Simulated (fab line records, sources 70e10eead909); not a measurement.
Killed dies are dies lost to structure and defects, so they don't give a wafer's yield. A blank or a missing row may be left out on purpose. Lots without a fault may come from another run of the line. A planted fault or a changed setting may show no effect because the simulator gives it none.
A struck lot beside a sound one | flow nand_harc | 19 steps out of a route of 1159
Sound: wafers L677.4, L677.5, L677.6. Struck: wafers L682.2, L682.3, L682.5. The cause comes at the end.
At each step with rows: each side's tool, then ch and its chambers, then its first start. Under that, the readings that differ: sound wafers | struck wafers | difference of the means | sigmas: that difference in standard deviations of wafers without a fault.
alike: readings whose means differ by less than 2 such deviations, and words and numbers that are the same on both sides. not compared: withheld readings, readings that some wafer has no value for, bounds like >300 that may hide the same value, and numbers for which the record gives no deviation and whose values overlap.
The two part at a step that has a row with sigmas, a row that says differs or no value, or rows on one side only. Numbers that don't overlap but have no deviation are shown without sigmas and don't part them. A reading that every wafer of one side lacks parts them only if that side has two wafers or more.

NHARC_P_GATE_ALD_36: deposits SiNx, target thk 20 nm, pulse time 60 s, ald cycles 223.
  sound on ald_sin-02 ch 1,2, day 5 14:56; struck on ald_sin-02 ch 0,1,3, day 6 20:01
  alike: heater_power_w, precursor_pulse_height_rel
NHARC_P_GATE_ETCHBACK_37: etches the open film in CHF3/O2, target depth 34.5 nm, time 17.2 s.
  sound on rie_diel-01 ch 0,1,3; struck on rie_diel-13 ch 0,1
  alike: bias_w, drypump_motor_current_A, oes_product_au, rf_vpp_V, showerhead_plenum_p_Torr, throttle_valve_pct
  not compared: rf_hours_counter_h
NHARC_P_GATE_STRIP_101: strips in O2, time 20 s.
  sound on rie_diel-01 ch 2,3, day 6 00:28; struck on rie_diel-13 ch 0,1,2, day 7 03:31
  alike: drypump_motor_current_A, oes_product_au, rf_vpp_V, showerhead_plenum_p_Torr, throttle_valve_pct
  not compared: rf_hours_counter_h
then, 9 steps without rows for these wafers: NHARC_P_GATE_PRECLEAN_97 (cleans in SPM, time 600 s); NHARC_P_GATE_SRD_98; NHARC_P_GATE_PRECLEAN_99 (cleans in SC1); NHARC_P_GATE_SRD_100; NHARC_P_GATE_DEHYDRATE_38 (time 120 s); NHARC_P_GATE_HMDS_39 (time 30 s); NHARC_P_GATE_COAT_40; NHARC_P_GATE_SOFTBAKE_41 (time 95 s); NHARC_P_GATE_EBR_42.
NHARC_P_GATE_EXPOSE_43: exposes mask P NSD, target cd 720 nm.
  sound on krf_scanner-01 ch 0, day 6 01:15; struck on krf_scanner-01 ch 0, day 7 04:17
  reading | sound                   | struck                           | difference | sigmas
  mask    | P_NSD#0 P_NSD#0 P_NSD#0 | P_NSD_R1#0 P_NSD_R1#0 P_NSD_R1#0 | differs    |
then, 2 steps without rows for these wafers: NHARC_P_GATE_PEB_44 (peb time 85 s); NHARC_P_GATE_DEVELOP_45 (time 70 s).
NHARC_P_GATE_CD_MEAS_46: target cd 720 nm.
  sound on cd_sem-03 ch 0, day 6 01:24; struck on cd_sem-01 ch 0
  reading    | sound             | struck            | difference | sigmas
  cd_nm (nm) | 723.2 721.7 718.6 | 658.7 661.0 656.2 | -62.5      | -39
  not compared: hold
NHARC_P_GATE_DESCUM_48: chemistry O2, time 3 s.
  sound on rie_diel-01 ch 0,3, day 6 01:38; struck on rie_diel-13 ch 0,1,2, day 7 07:38
  reading                 | sound             | struck            | difference | sigmas
  model.P_GATE.cd_nm (nm) | 722.8 720.9 718.4 | 659.2 660.8 656.3 | -61.9      |
  alike: drypump_motor_current_A, oes_product_au, rf_vpp_V, showerhead_plenum_p_Torr, throttle_valve_pct
  not compared: rf_hours_counter_h
then, 1 step without rows for these wafers: NHARC_P_GATE_IMPLANT_49.
-- the record jumps here: 14 days lie between the struck wafers' starts before and after (it left off in module P_GATE and takes up again in module END, whose first step shown is number 1159 of the route) --
NHARC_END_SORT_01:
  the record has rows for the struck wafers here (prober-01 ch 0, day 21 04:05) and none for the sound ones

WHERE THEY PART
First at NHARC_P_GATE_EXPOSE_43; last, within this record, at NHARC_END_SORT_01.

WHY: what the simulator had put in
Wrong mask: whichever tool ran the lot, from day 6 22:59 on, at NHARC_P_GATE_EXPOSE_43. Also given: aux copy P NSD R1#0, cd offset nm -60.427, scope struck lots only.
